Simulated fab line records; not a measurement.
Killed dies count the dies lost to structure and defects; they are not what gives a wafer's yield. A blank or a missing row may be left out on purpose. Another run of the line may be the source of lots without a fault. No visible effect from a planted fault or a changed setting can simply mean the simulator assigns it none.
Split-lot trial ; flow n5Finfet ; on a route of 1938 steps: 7 lots, 21 wafers read

ON THE SPLIT
At N5_BEOL_M6_COAT_22 (resist thk 30 nm), the setting spinRpm was moved away from the recipe's 1500 rpm on 3 of the 21 wafers read, by -9.2% to +9.1%. For the rest of the wafers, this setting stayed at what the recipe calls for.

FROM THE SPLIT TO THE READING: what the file shows between them, 5 steps
- N5_BEOL_M6_EBR_24
- N5_BEOL_M6_SOFTBAKE_23: time 60 s
- N5_BEOL_M6_EXPOSE_25: exposes mask V5, target cd 40 nm
- N5_BEOL_M6_PEB_26: peb time 60 s
- N5_BEOL_M6_DEVELOP_27: develop time 30 s

THE READING
CAR-EUV_of_BEOL_M6_COAT_22.thkNm (the simulator's own value, which no gauge read), in nm, at N5_BEOL_M6_DESCUM_33 (chemistry O2, time 7 s). The file gives no usual value for it. Average 26.0 nm, standard deviation 0.083 nm, over the 18 wafers here run with the recipe.

wafer;tool, chamber at the split;spinRpm as run, rpm;against the recipe;CAR-EUV_of_BEOL_M6_COAT_22.thkNm, nm;against lot-mates on the recipe
L075.1;lithoTrack-02, 0;1500;recipe;26;-
L075.3;lithoTrack-02, 0;1500;recipe;26;-
L075.6;lithoTrack-02, 0;1500;recipe;26.2;-
L079.2;lithoTrack-04, 0;1500;recipe;26.2;-
L079.5;lithoTrack-04, 0;1500;recipe;26.2;-
L079.3;lithoTrack-04, 0;1586;+5.7%;25.2;-1.0
L082.1;lithoTrack-04, 0;1500;recipe;26.2;-
L082.2;lithoTrack-04, 0;1500;recipe;26;-
L082.5;lithoTrack-04, 0;1500;recipe;26;-
L083.2;lithoTrack-05, 0;1500;recipe;26;-
L083.3;lithoTrack-05, 0;1500;recipe;26;-
L083.4;lithoTrack-05, 0;1637;+9.1%;24.8;-1.2
L086.2;lithoTrack-05, 0;1500;recipe;26;-
L086.5;lithoTrack-05, 0;1500;recipe;26;-
L086.6;lithoTrack-05, 0;1500;recipe;26;-
L092.2;lithoTrack-04, 0;1500;recipe;26;-
L092.5;lithoTrack-04, 0;1500;recipe;26;-
L092.6;lithoTrack-04, 0;1362;-9.2%;27.6;+1.6
L097.2;lithoTrack-05, 0;1500;recipe;26;-
L097.4;lithoTrack-05, 0;1500;recipe;26;-
L097.5;lithoTrack-05, 0;1500;recipe;26;-

FIT RESULTS
A straight line over all 21 wafers: CAR-EUV_of_BEOL_M6_COAT_22.thkNm changes by -0.152 nm for each +1% of spinRpm; r = -0.98; the points scatter about the line by 0.093 nm.
The same after taking each lot's own level away (the mean of its wafers on the recipe; 21 wafers): -0.157 nm for each +1%; r = -0.99; scatter 0.085 nm.
The reading moves by 1.4 nm for the largest change in spinRpm, on that fit.
From 26.00 to 26.20 nm: that is the span of the lots' own levels, equal to 2.4 times the standard deviation above.
The two slopes agree, so the slope changes little with the lot-to-lot level.
Check: with one of the wafers moved furthest among these (-9.2%) left out of the fit, the line predicts +1.31 nm for it against its lot-mates. It came out at +1.6 nm against them.

OTHER SPLITS ON THESE WAFERS
Before the reading, these wafers also passed through other splits. Each is held against what the fit with the lots' levels taken away leaves over:
other split on the same wafers;wafers away from the commonest value;r with CAR-EUV_of_BEOL_M6_COAT_22.thkNm (lot level and that fit taken away)
N5_BEOL_M4_EXPOSE_25 doseMj;8;-0.28
N5_BEOL_M4_SPUTTER_48 timeS;5;+0.13
N5_BEOL_M5_ETCH_68 biasW;6;-0.10
N5_BEOL_M6_ETCH_62 timeS;9;+0.05

THE WHOLE CHAIN: every reading that the file lists as answering this split, in the file's order
step;what it does;reading;change (the file's fit);r (the file's)
N5_BEOL_M6_COAT_22;resist thk 30 nm;CAR-EUV_of_BEOL_M6_COAT_22.thkNm (the simulator's own value, which no gauge read);-0.153 nm for each +1% of the setting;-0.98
N5_BEOL_M6_DEVELOP_27;develop time 30 s;CAR-EUV_of_BEOL_M6_COAT_22.thkNm (the simulator's own value, which no gauge read);-0.141 nm for each +1% of the setting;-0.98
N5_BEOL_M6_DESCUM_33;chemistry O2, time 7 s;CAR-EUV_of_BEOL_M6_COAT_22.thkNm (the simulator's own value, which no gauge read);-0.156 nm for each +1% of the setting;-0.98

THE FILE'S OWN FIT
CAR-EUV_of_BEOL_M6_COAT_22.thkNm changes by -0.156 nm for each +1% of spinRpm, r = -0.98.
